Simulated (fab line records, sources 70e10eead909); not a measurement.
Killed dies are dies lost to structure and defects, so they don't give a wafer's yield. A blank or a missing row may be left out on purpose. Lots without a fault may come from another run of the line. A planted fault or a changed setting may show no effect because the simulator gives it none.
Chamber matching | flow nand_harc | NHARC_P_STI_CMP_21 on cmp-03: 4 sister chambers
The step polishes, t overpolish 20 s, target thk 380.67 nm. 4 wafers are shown with their chamber, then 8 later ones without.

WAFERS WITH THEIR CHAMBER
wafer  | chamber | motor_current_A (A)
L104.1 | 2       | 9.9
L107.2 | 1       | 13.0
L107.3 | 0       | 11.7
L108.2 | 3       | 12.5

WAFERS WITHOUT THEIR CHAMBER
wafer  | motor_current_A (A)
L108.5 | 11.2
L108.6 | 12.0
L112.3 | 11.8
L112.4 | 10.3
L112.6 | 12.5
L122.2 | 12.4
L122.3 | 13.0
L122.5 | 12.3

WHICH CHAMBER EACH WENT THROUGH
wafer  | from the rows above          | in truth
L108.5 | 0                            | 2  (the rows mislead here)
L108.6 | can't be placed: 0 or 3      | 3
L112.3 | 0                            | 0
L112.4 | 2                            | 2
L112.6 | can't be placed: 3 or 1      | 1
L122.2 | can't be placed: 3 or 1      | 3
L122.3 | can't be placed: 1 or 3      | 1
L122.5 | can't be placed: 3 or 0 or 1 | 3
Placed correctly: 2 of 8. Can't be placed from these rows: 5 (the true chamber is among the candidates in 5). Placed wrongly: 1.
How it was worked out, from the rows above alone: a wafer's distance from a chamber is the root of the sum, over the readings, of the square of ((its reading less the chamber's mean) divided by the reading's scatter). The wafer belongs to the nearest chamber; if the next one is less than 2 further off, it can't be placed. A chamber's mean is the mean of its shown wafers. The scatter: with one shown wafer a chamber, the root of the mean of the squares of how far each hidden wafer lies from its nearest shown one.
